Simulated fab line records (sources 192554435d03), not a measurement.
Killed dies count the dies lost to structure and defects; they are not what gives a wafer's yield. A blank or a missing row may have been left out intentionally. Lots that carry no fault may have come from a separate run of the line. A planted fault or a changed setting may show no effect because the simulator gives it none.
The tool behind it: which one? / flow n5_finfet / Sampling: 11 lots, 31 wafers, 2 of 1938 route steps

== WHAT EACH GAUGE READ, for each wafer ==
N5_PASSIVATION_CD_MEAS_44 targets a cd of 40000 nm.
lot=L433; measured=day 12 08:25; on=cd_sem-02; cd_nm (nm)=40000 40000
lot=L436; measured=day 13 00:34; on=cd_sem-03; cd_nm (nm)=39991 39998 39995
lot=L435; measured=day 13 07:15; on=cd_sem-02; cd_nm (nm)=39997 39997 39999
lot=L439; measured=day 14 10:44; on=cd_sem-02; cd_nm (nm)=39992 39989 39994
lot=L442; measured=day 14 21:48; on=cd_sem-03; cd_nm (nm)=39992 39997 39993
lot=L444; measured=day 15 19:13; on=cd_sem-03; cd_nm (nm)=40003 40009
lot=L448; measured=day 16 07:07; on=cd_sem-03; cd_nm (nm)=39994 39995 39997
lot=L450; measured=day 16 07:46; on=cd_sem-01; cd_nm (nm)=39999 39999 39999
lot=L451; measured=day 17 03:19; on=cd_sem-02; cd_nm (nm)=39997 39998 39993
lot=L452; measured=day 17 07:10; on=cd_sem-01; cd_nm (nm)=39999 39999 39998
lot=L454; measured=day 17 21:13; on=cd_sem-02; cd_nm (nm)=39999 40007 39998

== TOOL THAT RAN EACH LOT (tool first, then ch and the chambers of the sampled wafers, then the start) ==
lot=L433; N5_BEOL_M15_ETCH_38=rie_diel-02 ch 2,3, day 11 19:35
lot=L436; N5_BEOL_M15_ETCH_38=rie_diel-02 ch 0,1,2, day 12 11:01
lot=L435; N5_BEOL_M15_ETCH_38=rie_diel-05 ch 1,3, day 12 16:23
lot=L439; N5_BEOL_M15_ETCH_38=rie_diel-05 ch 1,2,3, day 13 20:44
lot=L442; N5_BEOL_M15_ETCH_38=rie_diel-05 ch 0,3, day 14 07:43
lot=L444; N5_BEOL_M15_ETCH_38=rie_diel-02 ch 1,2, day 15 01:43
lot=L448; N5_BEOL_M15_ETCH_38=rie_diel-03 ch 0,1, day 15 17:10
lot=L450; N5_BEOL_M15_ETCH_38=rie_diel-03 ch 0,1,2, day 15 18:25
lot=L451; N5_BEOL_M15_ETCH_38=rie_diel-05 ch 0,1, day 16 10:53
lot=L452; N5_BEOL_M15_ETCH_38=rie_diel-02 ch 1,2,3, day 16 17:44
lot=L454; N5_BEOL_M15_ETCH_38=rie_diel-05 ch 1,2,3, day 17 08:19
- N5_BEOL_M15_ETCH_38: etches SiCN in CF4/N2, target depth 106.4 nm, time 120.5 s.

== THE ANSWER, worked out from the rows above alone ==
Rule: the usual values come from the lots themselves. Put in order of their means at a reading, lots are off if they are a third of the lots or fewer, leave a main group of 4 or more, and stand apart from it by a gap of 3 or more times the standard deviation of the main group's means; of several such gaps the widest counts. Not used: any main group whose means are identical at the precision the tables above print for the reading. A lot without any number at a reading at which 4 lots or more have one is off too. The other lots that the step has rows for count as sound.
No lot is off on any of the readings shown, so nothing can be concluded from this.

== WHAT THE SIMULATOR HAD INSERTED ==
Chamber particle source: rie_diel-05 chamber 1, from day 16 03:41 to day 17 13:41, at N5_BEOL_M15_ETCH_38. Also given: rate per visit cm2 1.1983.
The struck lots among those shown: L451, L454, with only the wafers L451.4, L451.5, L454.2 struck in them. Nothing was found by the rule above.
